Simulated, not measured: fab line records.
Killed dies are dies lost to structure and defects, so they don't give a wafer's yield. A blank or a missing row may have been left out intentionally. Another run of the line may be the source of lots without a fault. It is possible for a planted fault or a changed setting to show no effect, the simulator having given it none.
fab line records | flow nand-harc
record lots=13 wafers=39 last-day=24
route steps=1159 shown THIN_TSV@1133 END@1159
lots untouched by any fault: they come from a run of this same line in which no faults occurred
start-h: the number of hours between the record's first day and the start of the first shown wafer of the lot | wait-h: time in hours since the lot's previous step | " repeats the value in the row above | L1.1+2: one row covering several wafers at once | - no value, or no start was given | * or withheld: withheld | < > ~ a bound
route shown NAME@n: a module of which the file shows steps, and the number in the route of the first | usual: mean/standard deviation taken from wafers without a fault | same: alike in all rows | chamber/n: place in a boat | sites: readings site by site | _std_site: standard deviation across them | _edge_site: mean of outer sites minus mean of inner sites | radius-mm: for every site, how far away it sits from the centre of the wafer | mask NAME#n: copy n | behind: the most recent tool/chamber to have shaped the wafer | hold: why the lot was held/for how many hours/how that ended | device: the transistor (n, p or np) that didn't switch | end of line: the tests these same wafers got at the end of their route | where a step has no rows: the recipe by itself | killed: not the wafer's yield, but the dies lost to structure and defects at the first sort | map: a wafer's dies, marking killed ones x, the rest . and places with no die _
set.NAME: the setting the step ran with; set.NAME@STEP: the setting that earlier step ran with | model.NAME: the simulator's own value behind a step, which no gauge read
a sample of lots followed through the steps of the route, with each step as a table and each wafer as a row
services: when a tool's chamber went out of use (start-h, in hours from the record's first day, below 0 if earlier), for how many hours, and the reason
## steps
# step NHARC_THIN_TSV_CMP_21
# recipe t-overpolish-s=30 target-thk-nm=2000
# usual motor-current-A=12.2/0.79 overpolish-run-s=30.000/0.0091 pad-life-wafers=315/150
# columns lot.wafer tool chamber start-h wait-h motor-current-A overpolish-run-s pad-life-wafers
L319.4 cmp-04 0 445.16 - 12.6 29.980 288
L319.2 " 1 " " 12.4 29.993 289
L319.3 " 2 " " 11.3 30.018 290
L318.1 cmp-02 1 448.84 - 12.9 30.003 144
L318.2 " 2 " " 10.9 30.008 145
L318.6 " 2 " " 10.4 29.981 -
L320.1 cmp-04 1 461.92 - 13.7 30.003 379
L320.3 " 2 " " 11.0 29.984 380
L320.2 " 3 " " 12.7 29.999 381
L325.3 cmp-01 0 479.99 - 11.3 30.007 18
L325.2 " 1 " " 11.5 29.997 19
L325.4 " 3 " " 12.2 29.986 21
L326.1 cmp-01 2 484.74 - 11.9 30.012 30
L326.2 " 3 " " 11.8 30.003 31
L326.6 " 2 " " 11.9 29.990 -
L324.2 cmp-04 1 486.05 - 12.7 30.010 536
L324.3 " 2 " " 10.7 30.006 537
L324.5 " 3 " " 11.9 29.995 -
L327.2 cmp-04 3 493.57 - 12.6 30.006 570
L327.3 " 1 " " 13.4 29.986 572
L327.5 " 3 " " 11.9 30.005 -
L330.4 cmp-02 0 494.81 - 13.5 29.983 402
L330.6 " 0 " " 13.5 29.995 -
L330.5 " 1 " " 12.0 30.013 -
L334.2 cmp-01 2 556.89 - 12.6 29.996 456
L334.1 " 3 " " 11.4 30.010 457
L334.4 " 0 " " 11.8 30.003 458
L335.3 cmp-02 0 558.40 - 14.3 29.987 235
L335.5 " 3 " " 11.5 30.007 -
L335.6 " 0 " " 13.9 30.009 -
L339.4 cmp-04 3 564.22 - 12.6 29.993 336
L339.2 " 0 " " 11.7 30.003 337
L339.1 " 2 " " 10.9 30.006 339
L337.1 cmp-04 0 565.36 - 12.1 29.993 348
L337.2 " 2 " " 11.3 29.994 350
L337.5 " 1 " " 13.2 29.995 -
L338.3 cmp-04 3 566.63 - 12.1 30.008 355
L338.2 " 0 " " 13.0 30.012 356
L338.6 " 2 " " 11.5 29.997 -
# step NHARC_THIN_TSV_DEGAS_53
# recipe temp-c=300 time-s=60
# usual heater-power-w=485/57
# columns lot.wafer tool chamber start-h wait-h heater-power-w
L319.4 pvd-sputter-01 - 445.63 0.1 564
L319.3 " - " " 516
L319.2 " - " " 518
L318.2 pvd-sputter-01 - 449.31 0.1 506
L318.1 " - " " 502
L318.6 " - " " 557
L320.2 pvd-sputter-02 - 462.37 0.1 418
L320.1 " - " " 471
L320.3 " - " " 585
L325.4 pvd-sputter-02 - 480.45 0.1 471
L325.3 " - " " 420
L325.2 " - " " 416
L326.2 pvd-sputter-02 - 485.19 0.1 432
L326.1 " - " " 423
L326.6 " - " " 431
L324.3 pvd-sputter-01 - 486.46 0.1 554
L324.2 " - " " 517
L324.5 " - " " 555
L327.2 pvd-sputter-03 - 494.05 0.1 437
L327.3 " - " " 425
L327.5 " - " " 456
L330.4 pvd-sputter-03 - 495.26 0.1 415
L330.6 " - " " 415
L330.5 " - " " 466
L334.1 pvd-sputter-02 - 557.35 0.1 430
L334.2 " - " " 591
L334.4 " - " " 459
L335.3 pvd-sputter-02 - 558.85 0.1 455
L335.6 " - " " 436
L335.5 " - " " 583
L339.4 pvd-sputter-02 - 564.68 0.1 597
L339.1 " - " " 466
L339.2 " - " " 431
L337.2 pvd-sputter-02 - 565.82 0.1 468
L337.1 " - " " 416
L337.5 " - " " 460
L338.2 pvd-sputter-02 - 567.06 0.1 432
L338.3 " - " " 480
L338.6 " - " " 429
# step NHARC_THIN_TSV_PRE_CLEAN_54
# recipe time-s=30 temp-c=280 gas=H2/He
# usual heater-power-w=424/48
# columns lot.wafer tool chamber start-h wait-h heater-power-w
L319.4 pvd-sputter-01 - 445.71 0.1 466
L319.3 " - " " 453
L319.2 " - " " 438
L318.2 pvd-sputter-01 - 449.38 0.1 434
L318.1 " - " " 449
L318.6 " - " " 438
L320.1 pvd-sputter-02 - 462.44 0.1 409
L320.2 " - " " 378
L320.3 " - " " 369
L325.4 pvd-sputter-02 - 480.53 0.1 410
L325.2 " - " " 516
L325.3 " - " " 377
L326.2 pvd-sputter-02 - 485.28 0.1 373
L326.1 " - " " 517
L326.6 " - " " 409
L324.3 pvd-sputter-01 - 486.53 0.1 426
L324.2 " - " " 441
L324.5 " - " " 478
L327.3 pvd-sputter-03 - 494.10 0.0 392
L327.2 " - " " 463
L327.5 " - " " 393
L330.4 pvd-sputter-03 - 495.35 0.1 365
L330.5 " - " " 382
L330.6 " - " " 370
L334.1 pvd-sputter-02 - 557.53 0.2 529
L334.4 " - " " 375
L334.2 " - " " 423
L335.3 pvd-sputter-02 - 558.92 0.1 412
L335.5 " - " " 513
L335.6 " - " " 365
L339.4 pvd-sputter-02 - 564.76 0.1 411
L339.1 " - " " 374
L339.2 " - " " 381
L337.1 pvd-sputter-02 - 565.91 0.1 406
L337.2 " - " " 384
L337.5 " - " " 402
L338.3 pvd-sputter-02 - 567.14 0.0 402
L338.2 " - " " 384
L338.6 " - " " 371
# step NHARC_THIN_TSV_ANNEAL_58
# recipe temp-c=400 time-s=1800
# usual run-length-s=1829/5.1 spike-tc-bottom-C=424/3.6
# columns lot.wafer tool chamber start-h wait-h run-length-s spike-tc-bottom-C
L319.2 furnace-05 0 451.11 3.0 1828 421
L319.3 " 0 " " 1828 421
L319.4 " 0 " " 1828 421
L318.1 furnace-07 0 454.65 2.8 1828 428
L318.2 " 0 " " 1828 429
L318.6 " 0 " " 1828 427
L320.1 furnace-06 0 469.09 4.3 1824 426
L320.2 " 0 " " 1824 426
L320.3 " 0 " " 1824 426
L325.2 furnace-05 0 485.08 1.9 1833 421
L325.3 " 0 " " 1833 420
L325.4 " 0 " " 1833 420
L324.2 furnace-07 0 490.54 1.5 1825 430
L324.3 " 0 " " 1825 429
L324.5 " 0 " " 1825 428
L326.1 furnace-07 0 490.54 2.8 1839 428
L326.2 " 0 " " 1839 430
L326.6 " 0 " " 1839 430
L327.2 furnace-05 0 499.60 3.0 1830 421
L327.3 " 0 " " 1830 421
L327.5 " 0 " " 1830 420
L330.4 furnace-05 0 499.60 1.7 1836 421
L330.5 " 0 " " 1836 421
L330.6 " 0 " " 1836 422
L334.1 furnace-07 - 561.65 1.6 - -
L334.2 " - " " - -
L334.4 " - " " - -
L335.3 furnace-07 - 561.65 0.4 - -
L335.5 " - " " - -
L335.6 " - " " - -
L337.1 furnace-06 0 570.56 2.1 1827 426
L337.2 " 0 " " 1827 425
L337.5 " 0 " " 1827 425
L338.2 furnace-06 0 570.56 1.0 1833 426
L338.3 " 0 " " 1833 425
L338.6 " 0 " " 1833 424
L339.1 furnace-06 0 570.56 3.0 1837 428
L339.2 " 0 " " 1837 428
L339.4 " 0 " " 1837 427
# step NHARC_END_SORT_01
# recipe temp-c=25
# usual defect-limited-yield=95.0/1.7 killed-at-array=29/12 killed-at-other=0.7/1 killed-at-periphery=4/3.2 killed-dies=34/12 killed-open=3.4/2 killed-short=1.8/1.3 sort_bin_2_pct=1.6/0.7 sort_bin_3_pct=0.26/0.23 sort_bin_4_pct=3.1/1.1 sort-n-pass=643/12 sort-rim-yield-pct=96.4/2.6 sort-yield-pct=95.0/1.7
# same gross-dies=677 sort_bin_5_pct[%]=0 sort_bin_6_pct[%]=0 sort_bin_7_pct[%]=0 sort_bin_8_pct[%]=0 sort-rim-n-gross=106.00
# columns lot.wafer tool chamber start-h wait-h defect-limited-yield[%] killed-at-array killed-at-other killed-at-periphery killed-dies killed-open killed-short sort_bin_2_pct[%] sort_bin_3_pct[%] sort_bin_4_pct[%] sort-n-pass sort-rim-yield-pct[%] sort-yield-pct[%]
L319.2 prober-01 0 456.41 2.8 95.0 21 1 12 34 6 3 1.0 0.30 3.7 643 100.0 95.0
L319.3 prober-01 0 457.21 3.1 95.9 18 0 10 28 1 2 1.3 0.15 2.7 649 99.1 95.9
L319.4 prober-01 0 458.01 3.4 95.0 20 0 14 34 3 0 2.1 0.15 2.8 643 100.0 95.0
L318.1 prober-02 0 468.67 2.5 97.2 19 0 0 19 3 1 0.7 0.15 1.9 658 97.2 97.2
L318.2 prober-02 0 469.46 2.8 96.8 20 0 2 22 2 0 1.2 0.15 1.9 655 98.1 96.8
L318.6 prober-02 0 472.61 3.9 96.6 20 0 3 23 2 0 1.6 0.44 1.3 654 98.1 96.6
L320.1 prober-01 0 473.60 2.5 95.1 26 2 5 33 5 1 1.6 0 3.2 644 99.1 95.1
L320.2 prober-01 0 474.40 2.8 93.6 33 3 7 43 5 1 2.5 0.30 3.5 634 95.3 93.6
L320.3 prober-01 0 475.20 3.1 95.3 28 1 3 32 4 1 1.3 0.30 3.1 645 94.3 95.3
L325.2 prober-02 0 490.36 2.8 95.3 30 0 2 32 0 1 1.9 0.30 2.5 645 98.1 95.3
L325.3 prober-02 0 491.17 3.1 96.5 24 0 0 24 2 1 1.2 0.15 2.2 653 99.1 96.5
L325.4 prober-02 0 491.98 3.4 95.9 27 0 1 28 2 1 1.8 0.30 2.1 649 100.0 95.9
L326.1 prober-01 0 497.28 2.5 94.2 36 0 3 39 1 2 1.8 0.44 3.5 638 98.1 94.2
L326.2 prober-01 0 498.07 2.8 94.5 34 0 3 37 3 1 1.9 0.44 3.1 640 93.4 94.5
L326.6 prober-01 0 501.26 4.0 94.5 35 0 2 37 2 2 1.9 0 3.5 640 91.5 94.5
L324.2 prober-02 0 498.22 2.8 96.0 22 0 5 27 3 4 1.0 0.15 2.8 650 92.5 96.0
L324.3 prober-02 0 499.02 3.1 96.6 20 0 3 23 0 2 1.2 0.44 1.8 654 98.1 96.6
L324.5 prober-02 0 500.61 3.7 96.8 16 0 6 22 1 1 1.0 0 2.2 655 92.5 96.8
L327.2 prober-02 0 506.01 2.8 91.4 52 1 5 58 1 0 1.8 0.89 5.9 619 94.3 91.4
L327.3 prober-02 0 506.80 3.1 91.0 57 0 4 61 1 2 4.1 0.30 4.6 616 96.2 91.0
L327.5 prober-02 0 508.39 3.7 90.4 60 0 5 65 0 2 2.8 0.44 6.4 612 92.5 90.4
L330.4 prober-01 0 507.43 3.4 96.3 22 1 2 25 5 0 1.2 0.15 2.4 652 96.2 96.3
L330.5 prober-01 0 508.22 3.7 95.0 31 1 2 34 4 2 1.3 0.44 3.2 643 100.0 95.0
L330.6 prober-01 0 509.01 3.9 95.0 32 0 2 34 2 3 1.3 0.30 3.4 643 97.2 95.0
L334.1 prober-01 0 566.16 2.5 96.9 16 3 2 21 4 1 0.3 0 2.8 656 99.1 96.9
L334.2 prober-01 0 566.97 2.8 96.8 18 2 2 22 3 4 0.7 0.15 2.4 655 98.1 96.8
L334.4 prober-01 0 568.59 3.4 95.7 24 2 3 29 4 5 1.5 0.30 2.5 648 97.2 95.7
L335.3 prober-02 0 575.53 3.1 92.2 48 3 2 53 8 1 3.1 0.89 3.8 624 89.6 92.2
L335.5 prober-02 0 577.12 3.7 93.1 43 1 3 47 7 0 2.2 0.30 4.4 630 93.4 93.1
L335.6 prober-02 0 577.92 4.0 89.2 70 2 1 73 3 2 4.0 0.44 6.4 604 97.2 89.2
L338.2 prober-01 0 575.88 2.8 95.0 32 1 1 34 2 3 1.2 0 3.8 643 96.2 95.0
L338.3 prober-01 0 576.67 3.1 92.2 51 1 1 53 5 1 2.2 0.89 4.7 624 99.1 92.2
L338.6 prober-01 0 579.03 3.9 94.4 36 0 2 38 2 0 1.5 0.74 3.4 639 99.1 94.4
L339.1 prober-02 0 581.74 2.5 93.2 43 2 1 46 7 3 1.8 0.59 4.4 631 93.4 93.2
L339.2 prober-02 0 582.54 2.8 94.1 39 0 1 40 4 1 1.5 0.74 3.7 637 96.2 94.1
L339.4 prober-02 0 584.14 3.4 94.8 33 1 1 35 2 1 2.2 0.44 2.5 642 99.1 94.8
L337.1 prober-01 0 582.79 2.5 95.4 26 1 4 31 4 0 1.5 0.44 2.7 646 99.1 95.4
L337.2 prober-01 0 583.59 2.8 96.0 25 2 0 27 4 1 1.2 0.30 2.5 650 99.1 96.0
L337.5 prober-01 0 585.99 3.7 95.7 25 0 4 29 4 4 1.6 0.30 2.4 648 97.2 95.7
# killed by level:class
L319.2 A_SLIT:chamber-film-flake=12 P_GATE:chamber-film-flake=3 A_CHANNEL_FILL_D1:geometric-particle:open=2 A_CONTACT:geometric-particle:open=2 P_ZERO_WELL:chamber-film-flake=2 P_STI:chamber-film-flake=2 P_M1:chamber-film-flake=2 P_BONDPAD:chamber-film-flake=2
L319.3 A_SLIT:chamber-film-flake=15 P_BONDPAD:chamber-film-flake=4 P_ZERO_WELL:chamber-film-flake=2 P_GATE:chamber-film-flake=2 P_M0:geometric-particle:open=1 P_M1:geometric-particle:short=1 A_WL_FILL:geometric-particle:short=1 A_STAIRCASE:chamber-film-flake=1
L319.4 A_SLIT:chamber-film-flake=8 A_CHANNEL_HOLE_D1:chamber-film-flake=5 P_STI:chamber-film-flake=4 P_M1:chamber-film-flake=3 P_BONDPAD:chamber-film-flake=3 P_GATE:chamber-film-flake=2 A_ZERO_WELL:chamber-film-flake=2 A_STAIRCASE:chamber-film-flake=2
L318.1 A_CHANNEL_HOLE_D1:chamber-film-flake=6 A_CONTACT:chamber-film-flake=4 A_M0:chamber-film-flake=4 A_ONON_D1:geometric-particle:open=1 A_CHANNEL_HOLE_D1:geometric-particle:short=1 A_WL_FILL:geometric-particle:open=1 A_BLC:geometric-particle:open=1 A_STAIRCASE:chamber-film-flake=1
L318.2 A_CHANNEL_HOLE_D1:chamber-film-flake=12 A_STAIRCASE:chamber-film-flake=4 A_CONTACT:chamber-film-flake=2 P_GATE:geometric-particle:open=1 A_SGD_CUT:geometric-particle:open=1 P_ZERO_WELL:chamber-film-flake=1 A_SLIT:chamber-film-flake=1
L318.6 A_CHANNEL_HOLE_D1:chamber-film-flake=14 A_STAIRCASE:chamber-film-flake=2 P_M0:geometric-particle:open=1 A_BLC:geometric-particle:open=1 P_ZERO_WELL:chamber-film-flake=1 P_GATE:chamber-film-flake=1 A_ZERO_WELL:chamber-film-flake=1 A_SLIT:chamber-film-flake=1
L320.1 A_CHANNEL_HOLE_D1:chamber-film-flake=10 A_SLIT:chamber-film-flake=9 P_STI:chamber-film-flake=3 A_STAIRCASE:chamber-film-flake=2 THIN_TSV:chamber-film-flake=2 P_CONTACT:geometric-particle:open=1 P_M0:geometric-particle:open=1 A_CHANNEL_FILL_D1:geometric-particle:short=1
L320.2 A_SLIT:chamber-film-flake=16 A_CHANNEL_HOLE_D1:chamber-film-flake=7 P_STI:chamber-film-flake=3 THIN_TSV:chamber-film-flake=3 A_BLC:geometric-particle:open=2 P_ZERO_WELL:chamber-film-flake=2 A_STAIRCASE:chamber-film-flake=2 A_CONTACT:chamber-film-flake=2
L320.3 A_SLIT:chamber-film-flake=13 A_CHANNEL_HOLE_D1:chamber-film-flake=9 A_M0:geometric-particle:open=2 P_STI:geometric-particle:short=1 P_CONTACT:geometric-particle:open=1 A_BLC:geometric-particle:open=1 P_STI:chamber-film-flake=1 A_STAIRCASE:chamber-film-flake=1
L325.2 A_SLIT:chamber-film-flake=17 A_CHANNEL_HOLE_D1:chamber-film-flake=5 A_CONTACT:chamber-film-flake=3 P_BONDPAD:chamber-film-flake=2 A_CHANNEL_FILL_D1:chamber-film-flake=2 A_STAIRCASE:chamber-film-flake=2 A_WL_FILL:geometric-particle:short=1
L325.3 A_SLIT:chamber-film-flake=13 A_CHANNEL_HOLE_D1:chamber-film-flake=3 A_CHANNEL_FILL_D1:chamber-film-flake=2 A_CONTACT:chamber-film-flake=2 A_SGD_CUT:geometric-particle:open=1 A_CONTACT:geometric-particle:open=1 A_M1:geometric-particle:short=1 A_STAIRCASE:chamber-film-flake=1
L325.4 A_SLIT:chamber-film-flake=16 A_CHANNEL_HOLE_D1:chamber-film-flake=4 A_STAIRCASE:chamber-film-flake=3 A_CONTACT:chamber-film-flake=2 P_M1:geometric-particle:open=1 A_WL_FILL:geometric-particle:short=1 A_WL_FILL:geometric-particle:open=1
L326.1 A_CHANNEL_HOLE_D1:chamber-film-flake=16 A_SLIT:chamber-film-flake=14 A_STAIRCASE:chamber-film-flake=3 A_CONTACT:chamber-film-flake=2 P_CONTACT:geometric-particle:open=1 P_CONTACT:geometric-particle:short=1 A_CHANNEL_FILL_D1:geometric-particle:short=1 P_GATE:chamber-film-flake=1
L326.2 A_SLIT:chamber-film-flake=16 A_CHANNEL_HOLE_D1:chamber-film-flake=8 A_CONTACT:chamber-film-flake=4 P_GATE:chamber-film-flake=2 A_STAIRCASE:chamber-film-flake=2 P_M2:geometric-particle:open=1 A_CHANNEL_HOLE_D1:geometric-particle:open=1 A_CONTACT:geometric-particle:short=1
L324.2 A_CHANNEL_HOLE_D1:chamber-film-flake=9 P_ZERO_WELL:chamber-film-flake=3 A_STAIRCASE:chamber-film-flake=3 A_CHANNEL_FILL_D1:chamber-film-flake=2 A_WL_FILL:chamber-film-flake=2 P_GATE:geometric-particle:short=1 P_M0:geometric-particle:open=1 A_CHANNEL_FILL_D1:geometric-particle:short=1
L324.3 A_CHANNEL_HOLE_D1:chamber-film-flake=16 A_STAIRCASE:chamber-film-flake=2 A_ONON_D1:geometric-particle:short=1 A_M0:geometric-particle:short=1 P_ZERO_WELL:chamber-film-flake=1 P_STI:chamber-film-flake=1 P_GATE:chamber-film-flake=1
L324.5 A_CHANNEL_HOLE_D1:chamber-film-flake=13 P_GATE:chamber-film-flake=3 P_ZERO_WELL:chamber-film-flake=2 P_M1:geometric-particle:short=1 A_CONTACT:geometric-particle:open=1 A_WL_FILL:chamber-film-flake=1 A_CONTACT:chamber-film-flake=1
L326.6 A_SLIT:chamber-film-flake=12 A_CHANNEL_HOLE_D1:chamber-film-flake=10 A_STAIRCASE:chamber-film-flake=3 A_WL_FILL:chamber-film-flake=3 A_CONTACT:chamber-film-flake=3 P_CONTACT:geometric-particle:short=1 A_SGD_CUT:geometric-particle:short=1 A_WL_FILL:geometric-particle:open=1
L327.2 A_CHANNEL_HOLE_D1:chamber-film-flake=21 A_SLIT:chamber-film-flake=15 A_CONTACT:chamber-film-flake=7 A_M0:chamber-film-flake=5 P_BONDPAD:chamber-film-flake=3 A_STAIRCASE:chamber-film-flake=3 P_M1:chamber-film-flake=2 A_CONTACT:geometric-particle:open=1
L327.3 A_SLIT:chamber-film-flake=22 A_CHANNEL_HOLE_D1:chamber-film-flake=21 A_STAIRCASE:chamber-film-flake=9 A_M0:chamber-film-flake=2 P_M0:geometric-particle:open=1 P_M0:geometric-particle:short=1 A_WL_FILL:geometric-particle:short=1 P_GATE:chamber-film-flake=1
L330.4 A_SLIT:chamber-film-flake=9 A_CHANNEL_HOLE_D1:chamber-film-flake=5 A_STAIRCASE:chamber-film-flake=3 P_CONTACT:geometric-particle:open=1 P_M2:geometric-particle:open=1 A_ONON_D1:geometric-particle:open=1 A_CHANNEL_FILL_D1:geometric-particle:open=1 A_CONTACT:geometric-particle:open=1
L330.5 A_SLIT:chamber-film-flake=14 A_CHANNEL_HOLE_D1:chamber-film-flake=7 A_CONTACT:chamber-film-flake=3 A_STAIRCASE:chamber-film-flake=2 P_M2:geometric-particle:open=1 A_ONON_D1:geometric-particle:open=1 A_STAIRCASE:geometric-particle:open=1 A_WL_FILL:geometric-particle:open=1
L327.5 A_CHANNEL_HOLE_D1:chamber-film-flake=20 A_SLIT:chamber-film-flake=16 A_STAIRCASE:chamber-film-flake=12 A_M0:chamber-film-flake=6 A_CONTACT:chamber-film-flake=5 P_BONDPAD:chamber-film-flake=3 P_M0:geometric-particle:short=1 A_M1:geometric-particle:short=1
L330.6 A_SLIT:chamber-film-flake=14 A_CHANNEL_HOLE_D1:chamber-film-flake=6 A_STAIRCASE:chamber-film-flake=4 A_CONTACT:chamber-film-flake=3 P_GATE:geometric-particle:short=1 P_CONTACT:geometric-particle:short=1 A_WL_FILL:geometric-particle:short=1 A_BLC:geometric-particle:open=1
L334.1 A_CHANNEL_HOLE_D1:chamber-film-flake=5 A_CONTACT:chamber-film-flake=5 THIN_TSV:chamber-film-flake=3 A_CONTACT:geometric-particle:open=2 P_M0:geometric-particle:open=1 A_WL_FILL:geometric-particle:open=1 A_CONTACT:geometric-particle:short=1 P_CONTACT:chamber-film-flake=1
L334.2 A_CHANNEL_HOLE_D1:chamber-film-flake=8 A_CONTACT:chamber-film-flake=3 A_CHANNEL_HOLE_D1:geometric-particle:short=2 THIN_TSV:chamber-film-flake=2 A_CHANNEL_FILL_D1:geometric-particle:short=1 A_CHANNEL_FILL_D1:geometric-particle:open=1 A_SGD_CUT:geometric-particle:short=1 A_WL_FILL:geometric-particle:open=1
L334.4 A_CHANNEL_HOLE_D1:chamber-film-flake=7 A_CONTACT:chamber-film-flake=6 A_STAIRCASE:chamber-film-flake=5 A_CHANNEL_FILL_D1:geometric-particle:short=2 THIN_TSV:chamber-film-flake=2 P_GATE:geometric-particle:short=1 P_M0:geometric-particle:short=1 P_M2:geometric-particle:open=1
L335.3 A_CHANNEL_HOLE_D1:chamber-film-flake=14 A_SLIT:chamber-film-flake=13 A_STAIRCASE:chamber-film-flake=11 A_CONTACT:geometric-particle:open=3 THIN_TSV:chamber-film-flake=3 A_CHANNEL_HOLE_D1:geometric-particle:open=2 P_STI:geometric-particle:open=1 P_GATE:geometric-particle:open=1
L338.2 A_SLIT:chamber-film-flake=12 A_CHANNEL_HOLE_D1:chamber-film-flake=7 A_CONTACT:chamber-film-flake=5 A_M1:chamber-film-flake=3 P_GATE:geometric-particle:short=1 A_ONON_D1:geometric-particle:short=1 A_CHANNEL_HOLE_D1:geometric-particle:short=1 A_SGD_CUT:geometric-particle:open=1
L338.3 A_SLIT:chamber-film-flake=27 A_CHANNEL_HOLE_D1:chamber-film-flake=11 A_CONTACT:chamber-film-flake=3 A_BLC:geometric-particle:open=2 A_ZERO_WELL:chamber-film-flake=2 P_CONTACT:geometric-particle:open=1 A_WL_FILL:geometric-particle:short=1 A_CONTACT:geometric-particle:open=1
L335.5 A_SLIT:chamber-film-flake=19 A_CHANNEL_HOLE_D1:chamber-film-flake=12 A_STAIRCASE:chamber-film-flake=5 P_GATE:geometric-particle:open=2 A_CONTACT:geometric-particle:open=2 A_M0:geometric-particle:open=2 A_CONTACT:chamber-film-flake=2 P_M0:geometric-particle:open=1
L335.6 A_CHANNEL_HOLE_D1:chamber-film-flake=31 A_SLIT:chamber-film-flake=20 A_STAIRCASE:chamber-film-flake=11 A_M0:geometric-particle:short=2 A_CONTACT:chamber-film-flake=2 THIN_TSV:chamber-film-flake=2 P_GATE:geometric-particle:open=1 A_SOURCE_PLATE:geometric-particle:open=1
L338.6 A_SLIT:chamber-film-flake=14 A_CHANNEL_HOLE_D1:chamber-film-flake=12 A_CONTACT:chamber-film-flake=5 A_M0:geometric-particle:open=2 A_M1:chamber-film-flake=2 P_ZERO_WELL:chamber-film-flake=1 P_M0:chamber-film-flake=1 A_STAIRCASE:chamber-film-flake=1
L339.1 A_SLIT:chamber-film-flake=13 A_CHANNEL_HOLE_D1:chamber-film-flake=6 A_STAIRCASE:chamber-film-flake=6 A_M1:chamber-film-flake=4 A_BLC:geometric-particle:open=2 A_M0:geometric-particle:short=2 A_M0:geometric-particle:open=2 A_CHANNEL_FILL_D1:chamber-film-flake=2
L339.2 A_SLIT:chamber-film-flake=14 A_CHANNEL_HOLE_D1:chamber-film-flake=6 A_STAIRCASE:chamber-film-flake=6 A_WL_FILL:chamber-film-flake=3 A_M1:chamber-film-flake=3 A_ONON_D1:geometric-particle:open=1 A_WL_FILL:geometric-particle:open=1 A_WL_FILL:geometric-particle:short=1
L337.1 A_CHANNEL_HOLE_D1:chamber-film-flake=14 A_CONTACT:chamber-film-flake=7 P_CONTACT:geometric-particle:open=1 P_M0:geometric-particle:open=1 P_STI:chamber-film-flake=1 A_SGD_CUT:geometric-particle:open=1 A_M0:geometric-particle:open=1 P_GATE:chamber-film-flake=1
L337.2 A_CHANNEL_HOLE_D1:chamber-film-flake=12 A_CONTACT:chamber-film-flake=8 A_CHANNEL_HOLE_D1:geometric-particle:short=1 A_STAIRCASE:geometric-particle:open=1 A_WL_FILL:geometric-particle:open=1 A_BLC:geometric-particle:open=1 STARTING-WAFER:geometric-particle:open=1 A_WL_FILL:chamber-film-flake=1
L339.4 A_SLIT:chamber-film-flake=16 A_CHANNEL_HOLE_D1:chamber-film-flake=9 A_CONTACT:geometric-particle:open=2 A_M1:chamber-film-flake=2 P_CONTACT:geometric-particle:short=1 A_CONTACT:chamber-film-flake=1 A_CHANNEL_FILL_D1:chamber-film-flake=1 A_STAIRCASE:chamber-film-flake=1
L337.5 A_CHANNEL_HOLE_D1:chamber-film-flake=8 A_CONTACT:chamber-film-flake=8 A_ONON_D1:geometric-particle:open=2 A_M0:geometric-particle:short=2 A_STAIRCASE:chamber-film-flake=2 A_CHANNEL_FILL_D1:chamber-film-flake=2 P_CONTACT:geometric-particle:short=1 P_CONTACT:geometric-particle:open=1
## services
# columns tool chamber start-h hours kind
cmp-02 - 422.50 4.0 pm
cmp-04 - 432.19 0.6 repair
pvd-sputter-03 - 444.97 5.4 repair
pvd-sputter-03 - 458.00 10.0 pm
cmp-01 - 465.55 1.0 repair
pvd-sputter-01 - 472.80 9.2 repair
cmp-01 - 473.59 4.0 pm
cmp-01 - 481.01 2.6 repair
cmp-04 - 497.81 4.0 pm
pvd-sputter-02 - 499.27 7.8 repair
cmp-02 - 502.19 3.7 repair
cmp-04 - 502.99 2.9 repair
cmp-04 - 507.28 2.1 repair
cmp-01 - 512.69 1.9 repair
pvd-sputter-03 - 515.57 6.9 repair
pvd-sputter-02 - 519.67 3.2 repair
cmp-02 - 520.50 4.0 pm
pvd-sputter-01 - 527.17 10.0 pm
cmp-01 - 539.05 0.7 repair
cmp-04 - 546.61 0.9 repair
cmp-02 - 549.06 1.2 repair
cmp-04 - 551.84 2.4 repair
furnace-05 - 557.53 7.9 repair
pvd-sputter-02 - 570.24 10.0 pm
## key
first-sign step=NHARC_THIN_TSV_ANNEAL_58 reading=tool-record direction=missing
effect none on later readings
met-at NHARC_THIN_TSV_ANNEAL_58
struck-lots L334,L335
not-acting-at NHARC_THIN_TSV_CMP_21,NHARC_THIN_TSV_DEGAS_53,NHARC_THIN_TSV_PRE_CLEAN_54
onset-between 490.54 561.65
fault kind=skipped-step-whole tool=furnace-07 chamber=- onset-h=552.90 steps=NHARC_THIN_TSV_ANNEAL_58 scope=struck-lots-only
